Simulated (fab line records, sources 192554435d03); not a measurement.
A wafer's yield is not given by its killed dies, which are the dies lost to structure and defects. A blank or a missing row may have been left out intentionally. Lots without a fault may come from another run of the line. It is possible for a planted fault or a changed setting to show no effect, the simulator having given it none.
Matching of chambers	flow n5Finfet	4 sister chambers for N5_BEOL_M10_STRIP_67 on rieDiel-05
The step strips in CF4. 22 wafers are shown with their chamber, then 11 later ones without.

== EACH WAFER AND ITS CHAMBER ==
wafer	chamber	drypumpMotorCurrentA (A)	throttleValvePct (%)	showerheadPlenumPTorr (Torr)
L076.2	2	6.7	14.08	1.78
L076.3	0	5.1	13.42	1.75
L076.6	0	5.1	13.43	1.75
L078.2	0	5.1	13.42	1.75
L078.3	2	6.7	14.07	1.78
L078.4	3	5.0	13.50	1.77
L080.1	3	5.0	13.49	1.77
L080.2	0	5.1	13.44	1.75
L080.3	2	6.7	14.08	1.78
L080.4	1	5.8	13.50	1.73
L080.5	1	5.8	13.50	1.73
L080.6	2	6.7	14.08	1.78
L083.1	3	4.9	13.50	1.77
L083.4	2	6.6	14.10	1.77
L083.5	3	4.9	13.51	1.77
L084.2	3	5.0	13.52	1.77
L084.3	1	5.8	13.50	1.73
L084.6	2	6.7	14.08	1.77
L089.1	1	5.8	13.55	1.73
L089.2	2	6.7	14.11	1.77
L089.3	3	5.0	13.52	1.77
L093.1	2	6.7	14.14	1.77

SIGNATURES, as means of the wafers listed above
reading	chamber 0	chamber 1	chamber 2	chamber 3	scatter within a chamber
drypumpMotorCurrentA	5.100	5.800	6.688	4.967	0.035
throttleValvePct	13.4275	13.5125	14.0925	13.5067	0.0192
showerheadPlenumPTorr	1.7500	1.7300	1.7750	1.7700	0.00333
Rule: for each reading, subtract the chamber's mean from the wafer's reading, divide by that reading's scatter and square the result; add these up over the readings and take the root, which gives the wafer's distance from the chamber. The wafer belongs to the nearest chamber; if the next one is less than 2 further off, it can't be placed. The scatter: take each reading less its chamber's mean, square it, sum over the shown wafers, divide by the number of wafers less the number of chambers, and take the root.

== WAFERS WITH NO CHAMBER GIVEN ==
wafer	drypumpMotorCurrentA (A)	throttleValvePct (%)	showerheadPlenumPTorr (Torr)
L093.2	5.7	13.55	1.73
L093.3	5.0	13.56	1.76
L093.4	5.1	13.51	1.74
L093.5	5.1	13.51	1.74
L093.6	5.0	13.58	1.76
L095.1	6.7	14.16	1.77
L095.2	5.8	13.55	1.73
L095.3	5.1	13.51	1.74
L095.4	5.8	13.55	1.73
L095.5	6.7	14.16	1.77
L095.6	5.1	13.50	1.74

== WHICH CHAMBER EACH ONE RAN IN ==
wafer	from the rows above	in truth
L093.2	1	1
L093.3	3	3
L093.4	0	0
L093.5	0	0
L093.6	3	3
L095.1	2	2
L095.2	1	1
L095.3	0	0
L095.4	1	1
L095.5	2	2
L095.6	0	0
Placed correctly: 11 of 11. Not placeable from these rows: 0. Number placed wrongly: 0.
